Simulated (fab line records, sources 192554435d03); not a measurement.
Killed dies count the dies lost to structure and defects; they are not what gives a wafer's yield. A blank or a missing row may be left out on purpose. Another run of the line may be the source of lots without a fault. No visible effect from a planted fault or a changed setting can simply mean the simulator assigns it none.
Matching of chambers ; flow n5Finfet ; 4 sister chambers for N5_WELL_APT_DESCUM_13 on rieDiel-02
The step chemistry O2, time 7.9 s. 14 wafers are shown with their chamber, then 7 later ones without.

WAFERS WITH THEIR CHAMBER
wafer;chamber;drypumpMotorCurrentA (A);throttleValvePct (%);showerheadPlenumPTorr (Torr)
L077.1;3;5.2;20.25;2.11
L077.4;0;6.2;20.65;2.16
L077.5;2;6.6;20.79;2.20
L079.1;1;5.8;20.52;2.11
L079.3;0;6.1;20.68;2.16
L079.4;3;5.2;20.28;2.11
L085.2;0;6.2;20.70;2.15
L085.3;3;5.2;20.28;2.10
L085.4;1;5.8;20.54;2.10
L089.1;2;6.6;20.80;2.19
L089.4;1;5.8;20.55;2.10
L089.5;2;6.6;20.80;2.19
L090.2;1;5.8;20.57;2.10
L090.3;3;5.2;20.32;2.10

SIGNATURES (means of the wafers above)
reading;chamber 0;chamber 1;chamber 2;chamber 3;scatter within a chamber
drypumpMotorCurrentA;6.167;5.800;6.600;5.200;0.0258
throttleValvePct;20.6767;20.5450;20.7967;20.2825;0.0226
showerheadPlenumPTorr;2.1567;2.1025;2.1933;2.1050;0.00555
Rule: for a wafer and a chamber, the distance is found by dividing, reading by reading, the gap between the wafer's reading and the chamber's mean by the reading's scatter, squaring, summing and taking the root. If the next closest chamber is less than 2 further off than the closest, the wafer can't be placed; otherwise it belongs to the closest. The scatter: take each reading less its chamber's mean, square it, sum over the shown wafers, divide by the number of wafers less the number of chambers, and take the root.

WAFERS WITH NO CHAMBER GIVEN
wafer;drypumpMotorCurrentA (A);throttleValvePct (%);showerheadPlenumPTorr (Torr)
L090.5;6.6;20.81;2.19
L094.2;5.8;20.57;2.10
L094.3;5.2;20.34;2.10
L094.5;6.6;20.82;2.19
L097.3;6.1;20.34;2.15
L097.5;6.6;20.82;2.18
L097.6;5.2;20.34;2.09

WHICH CHAMBER EACH ONE RAN IN
wafer;from the rows above;in truth
L090.5;2;2
L094.2;1;1
L094.3;3;3
L094.5;2;2
L097.3;can't be placed: 0 or 1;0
L097.5;2;2
L097.6;3;3
Placed correctly: 6 of 7. Can't be placed from these rows: 1 (the true chamber is among the candidates in 1). Wrongly placed: 0.
